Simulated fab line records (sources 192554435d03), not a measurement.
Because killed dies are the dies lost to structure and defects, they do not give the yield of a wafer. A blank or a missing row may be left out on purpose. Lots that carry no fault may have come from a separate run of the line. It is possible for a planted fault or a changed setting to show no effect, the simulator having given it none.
Split-lot trial || flow n5 finfet || on a route of 1938 steps: 7 lots, 21 wafers read

THE SPLIT
At N5_MIM_TOP_ALD_01 (deposits HfO2, target thk 5.6 nm, pulse time 1 s, purge time 3 s), the setting ald cycles was moved away from the recipe's 62 on 7 of the 21 wafers read, by -12.9% to +11.3%. The other wafers ran this setting at the recipe's value.

Reading taken at the split's own step.

THE READING
HfO2_of_MIM_TOP_ALD_01.thk nm (the simulator's own value, which no gauge read), in nm, at N5_MIM_TOP_ALD_01 (deposits HfO2, target thk 5.6 nm, pulse time 1 s, purge time 3 s). No usual value for it is given in the file.

{"wafer": "L074.1", "tool, chamber at the split": "ald hk-02, 1,2", "ald cycles as run": 66, "against the recipe": "+6.5%", "HfO2_of_MIM_TOP_ALD_01.thk nm, nm": 6, "against lot-mates on the recipe": "+0.4"}
{"wafer": "L074.3", "tool, chamber at the split": "ald hk-02, 1,2", "ald cycles as run": 66, "against the recipe": "+6.5%", "HfO2_of_MIM_TOP_ALD_01.thk nm, nm": 6, "against lot-mates on the recipe": "+0.4"}
{"wafer": "L074.2", "tool, chamber at the split": "ald hk-02, 0", "ald cycles as run": 62, "against the recipe": "recipe", "HfO2_of_MIM_TOP_ALD_01.thk nm, nm": 5.6, "against lot-mates on the recipe": "-"}
{"wafer": "L079.2", "tool, chamber at the split": "ald hk-01, 1,3,2", "ald cycles as run": 62, "against the recipe": "recipe", "HfO2_of_MIM_TOP_ALD_01.thk nm, nm": 5.6, "against lot-mates on the recipe": "-"}
{"wafer": "L079.3", "tool, chamber at the split": "ald hk-01, 1,3,2", "ald cycles as run": 62, "against the recipe": "recipe", "HfO2_of_MIM_TOP_ALD_01.thk nm, nm": 5.6, "against lot-mates on the recipe": "-"}
{"wafer": "L079.4", "tool, chamber at the split": "ald hk-01, 1,3,2", "ald cycles as run": 62, "against the recipe": "recipe", "HfO2_of_MIM_TOP_ALD_01.thk nm, nm": 5.6, "against lot-mates on the recipe": "-"}
{"wafer": "L080.1", "tool, chamber at the split": "ald hk-03, 3,1,3", "ald cycles as run": 62, "against the recipe": "recipe", "HfO2_of_MIM_TOP_ALD_01.thk nm, nm": 5.6, "against lot-mates on the recipe": "-"}
{"wafer": "L080.2", "tool, chamber at the split": "ald hk-03, 3,1,3", "ald cycles as run": 62, "against the recipe": "recipe", "HfO2_of_MIM_TOP_ALD_01.thk nm, nm": 5.6, "against lot-mates on the recipe": "-"}
{"wafer": "L080.5", "tool, chamber at the split": "ald hk-03, 3,1,3", "ald cycles as run": 62, "against the recipe": "recipe", "HfO2_of_MIM_TOP_ALD_01.thk nm, nm": 5.6, "against lot-mates on the recipe": "-"}
{"wafer": "L082.1", "tool, chamber at the split": "ald hk-02, 3,2", "ald cycles as run": 66, "against the recipe": "+6.5%", "HfO2_of_MIM_TOP_ALD_01.thk nm, nm": 6, "against lot-mates on the recipe": "+0.4"}
{"wafer": "L082.3", "tool, chamber at the split": "ald hk-02, 3,2", "ald cycles as run": 66, "against the recipe": "+6.5%", "HfO2_of_MIM_TOP_ALD_01.thk nm, nm": 6, "against lot-mates on the recipe": "+0.4"}
{"wafer": "L082.4", "tool, chamber at the split": "ald hk-02, 1", "ald cycles as run": 62, "against the recipe": "recipe", "HfO2_of_MIM_TOP_ALD_01.thk nm, nm": 5.6, "against lot-mates on the recipe": "-"}
{"wafer": "L085.1", "tool, chamber at the split": "ald hk-02, 2,3", "ald cycles as run": 69, "against the recipe": "+11.3%", "HfO2_of_MIM_TOP_ALD_01.thk nm, nm": 6.2, "against lot-mates on the recipe": "+0.6"}
{"wafer": "L085.4", "tool, chamber at the split": "ald hk-02, 2,3", "ald cycles as run": 69, "against the recipe": "+11.3%", "HfO2_of_MIM_TOP_ALD_01.thk nm, nm": 6.2, "against lot-mates on the recipe": "+0.6"}
{"wafer": "L085.3", "tool, chamber at the split": "ald hk-02, 1", "ald cycles as run": 62, "against the recipe": "recipe", "HfO2_of_MIM_TOP_ALD_01.thk nm, nm": 5.6, "against lot-mates on the recipe": "-"}
{"wafer": "L089.1", "tool, chamber at the split": "ald hk-01, 3,1", "ald cycles as run": 62, "against the recipe": "recipe", "HfO2_of_MIM_TOP_ALD_01.thk nm, nm": 5.6, "against lot-mates on the recipe": "-"}
{"wafer": "L089.5", "tool, chamber at the split": "ald hk-01, 3,1", "ald cycles as run": 62, "against the recipe": "recipe", "HfO2_of_MIM_TOP_ALD_01.thk nm, nm": 5.6, "against lot-mates on the recipe": "-"}
{"wafer": "L089.3", "tool, chamber at the split": "ald hk-01, 2", "ald cycles as run": 54, "against the recipe": "-12.9%", "HfO2_of_MIM_TOP_ALD_01.thk nm, nm": 4.8, "against lot-mates on the recipe": -0.8}
{"wafer": "L091.1", "tool, chamber at the split": "ald hk-01, 1,0,1", "ald cycles as run": 62, "against the recipe": "recipe", "HfO2_of_MIM_TOP_ALD_01.thk nm, nm": 5.6, "against lot-mates on the recipe": "-"}
{"wafer": "L091.2", "tool, chamber at the split": "ald hk-01, 1,0,1", "ald cycles as run": 62, "against the recipe": "recipe", "HfO2_of_MIM_TOP_ALD_01.thk nm, nm": 5.6, "against lot-mates on the recipe": "-"}
{"wafer": "L091.5", "tool, chamber at the split": "ald hk-01, 1,0,1", "ald cycles as run": 62, "against the recipe": "recipe", "HfO2_of_MIM_TOP_ALD_01.thk nm, nm": 5.6, "against lot-mates on the recipe": "-"}
If several chambers appear in one row, that row covers several wafers at once and the file leaves open which wafer was in which chamber.

THE FIT
A straight line over all 21 wafers: HfO2_of_MIM_TOP_ALD_01.thk nm changes by +0.0584 nm for each +1% of ald cycles; r = +1.00; the points scatter about the line by 0.024 nm.
The same after taking each lot's own level away (the mean of its wafers on the recipe; 21 wafers): +0.0584 nm for each +1%; r = +1.00; scatter 0.024 nm.
The reading moves by 0.75 nm for the largest change in ald cycles, on that fit.
The lots' own levels span 5.60 to 5.60 nm.
Hence the lot-to-lot level has little effect on the slope; both slopes agree.
Check: for one of the wafers moved furthest among these (-12.9%), held out of the fit, the line's prediction against its lot-mates is -0.721 nm. It came out at -0.8 nm against them.

OTHER SPLITS APPLIED TO THESE WAFERS
Other splits were also applied to these wafers ahead of the reading. Each is held against what the fit with the lots' levels taken away leaves over:
{"other split on the same wafers": "N5_MIM_BOT_SPUTTER_00 time s", "wafers away from the commonest value": 6, "r with HfO2_of_MIM_TOP_ALD_01.thk nm (lot level and that fit taken away)": -0.08}

THE FILE'S OWN FIT
HfO2_of_MIM_TOP_ALD_01.thk nm changes by +0.059 nm for each +1% of ald cycles, r = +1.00.
